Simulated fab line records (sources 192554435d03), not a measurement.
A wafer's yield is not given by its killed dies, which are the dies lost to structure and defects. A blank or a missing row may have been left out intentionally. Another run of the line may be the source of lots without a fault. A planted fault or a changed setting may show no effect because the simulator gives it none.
Split-lot trial    flow n5 finfet    7 lots, 39 wafers read, on a route of 1938 steps

## SPLIT DETAILS
At N5_BEOL_M8_ETCH_66 (etches SOC in N2/H2, target depth 80 nm, overetch 16 nm, time 120 s), the setting target depth a was moved away from the recipe's 800 angstrom on 9 of the 39 wafers read, by -52.5% to -16.0%. For the rest of the wafers, this setting stayed at what the recipe calls for.

The split's own step is where the reading is taken.

## THE READING
SiARC_of_BEOL_M8_COAT_64.thk nm (the simulator's own value, which no gauge read), in nm, at N5_BEOL_M8_ETCH_66 (etches SOC in N2/H2, target depth 80 nm, overetch 16 nm, time 120 s). The file does not state a usual value for it. The 30 wafers here that ran the recipe average 6.4 nm, standard deviation 0.19 nm.

wafer   tool, chamber at the split  target depth a as run, angstrom  against the recipe  SiARC_of_BEOL_M8_COAT_64.thk nm, nm  against lot-mates on the recipe
L084.1  rie diel-06, 2              379.9                            -52.5%              8.8                                  +2.3
L084.2  rie diel-06, 1              800                              recipe              6.2                                  -
L084.3  rie diel-06, 3              800                              recipe              6.6                                  -
L084.4  rie diel-06, 2              379.9                            -52.5%              8.8                                  +2.3
L084.5  rie diel-06, 1              379.9                            -52.5%              8.8                                  +2.3
L084.6  rie diel-06, 3              800                              recipe              6.6                                  -
L085.1  rie diel-06, 2              671.8                            -16.0%              7.2                                  +0.9
L085.2  rie diel-06, 3              671.8                            -16.0%              7.4                                  +1.1
L085.3  rie diel-06, 1              800                              recipe              6.2                                  -
L085.4  rie diel-06, 0              671.8                            -16.0%              7.2                                  +0.9
L085.5  rie diel-06, 0              800                              recipe              6.4                                  -
L085.6  rie diel-06, 1              800                              recipe              6.2                                  -
L089.3  rie diel-06, 2              800                              recipe              6.4                                  -
L089.4  rie diel-06, 0              800                              recipe              6.4                                  -
L089.5  rie diel-06, 2              800                              recipe              6.4                                  -
L088.1  rie diel-06, 0              800                              recipe              6.4                                  -
L088.2  rie diel-06, 3              800                              recipe              6.8                                  -
L088.3  rie diel-06, 2              800                              recipe              6.4                                  -
L088.4  rie diel-06, 1              800                              recipe              6.2                                  -
L088.5  rie diel-06, 1              800                              recipe              6.2                                  -
L088.6  rie diel-06, 2              800                              recipe              6.4                                  -
L091.1  rie diel-06, 3              800                              recipe              6.8                                  -
L091.2  rie diel-06, 0              800                              recipe              6.4                                  -
L091.3  rie diel-06, 1              800                              recipe              6.2                                  -
L091.4  rie diel-06, 1              800                              recipe              6.2                                  -
L091.5  rie diel-06, 0              800                              recipe              6.4                                  -
L091.6  rie diel-06, 3              800                              recipe              6.6                                  -
L092.1  rie diel-01, 3              800                              recipe              6.2                                  -
L092.2  rie diel-01, 2              655                              -18.1%              7.2                                  +0.9
L092.3  rie diel-01, 1              800                              recipe              6.4                                  -
L092.4  rie diel-01, 0              655                              -18.1%              7.4                                  +1.1
L092.5  rie diel-01, 3              655                              -18.1%              7                                    +0.7
L092.6  rie diel-01, 2              800                              recipe              6.2                                  -
L094.1  rie diel-06, 0,2            800                              recipe              6.4                                  -
L094.2  rie diel-06, 0,2            800                              recipe              6.4                                  -
L094.3  rie diel-06, 1              800                              recipe              6.2                                  -
L094.4  rie diel-06, 3              800                              recipe              6.6                                  -
L094.5  rie diel-06, 2              800                              recipe              6.4                                  -
L094.6  rie diel-06, 3              800                              recipe              6.8                                  -
If several chambers appear in one row, that row covers several wafers at once and the file leaves open which wafer was in which chamber.

FIT RESULTS
A straight line over all 39 wafers: SiARC_of_BEOL_M8_COAT_64.thk nm changes by -0.046 nm for each +1% of target depth a; r = -0.97; the points scatter about the line by 0.18 nm.
The same after taking each lot's own level away (the mean of its wafers on the recipe; 39 wafers): -0.0459 nm for each +1%; r = -0.97; scatter 0.18 nm.
On that fit, the largest move of target depth a shifts the reading by 2.4 nm.
The lots' own levels span 6.27 to 6.47 nm, that is 1.1 times the standard deviation above.
Hence the lot-to-lot level has little effect on the slope; both slopes agree.
Check: for one of the wafers moved furthest among these (-52.5%), held out of the fit, the line's prediction against its lot-mates is +2.47 nm. It came out at +2.33 nm against them.

## OTHER SPLITS ON THESE WAFERS
Note: prior to the reading, these wafers also went through further splits. Each is held against what the fit with the lots' levels taken away leaves over:
other split on the same wafers                  wafers away from the commonest value  r with SiARC_of_BEOL_M8_COAT_64.thk nm (lot level and that fit taken away)
N5_PMOS_HMC_CHANNEL_EPI_HM_DEP_34 target thk a  15                                    +0.35
N5_FIN_SAQP_SPACER2_ALD_28 target thk a         12                                    -0.14
N5_DUMMY_GATE_HM_DEP_06 time s                  24                                    -0.15
N5_BEOL_M6_DESCUM_33 time s                     15                                    -0.09

## THE WHOLE CHAIN: every reading that the file lists as answering this split, in the file's order
step                what it does                                                         reading                                                                           change (the file's fit)                 r (the file's)
N5_BEOL_M8_ETCH_66  etches SOC in N2/H2, target depth 80 nm, overetch 16 nm, time 120 s  etch.depth nm (the simulator's own value, which no gauge read)                    +0.0824 nm for each +1% of the setting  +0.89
N5_BEOL_M8_ETCH_66  etches SOC in N2/H2, target depth 80 nm, overetch 16 nm, time 120 s  SiARC_of_BEOL_M8_COAT_64.thk nm (the simulator's own value, which no gauge read)  -0.0465 nm for each +1% of the setting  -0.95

## THE FILE'S OWN FIT
SiARC_of_BEOL_M8_COAT_64.thk nm changes by -0.0465 nm for each +1% of target depth a, r = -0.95.
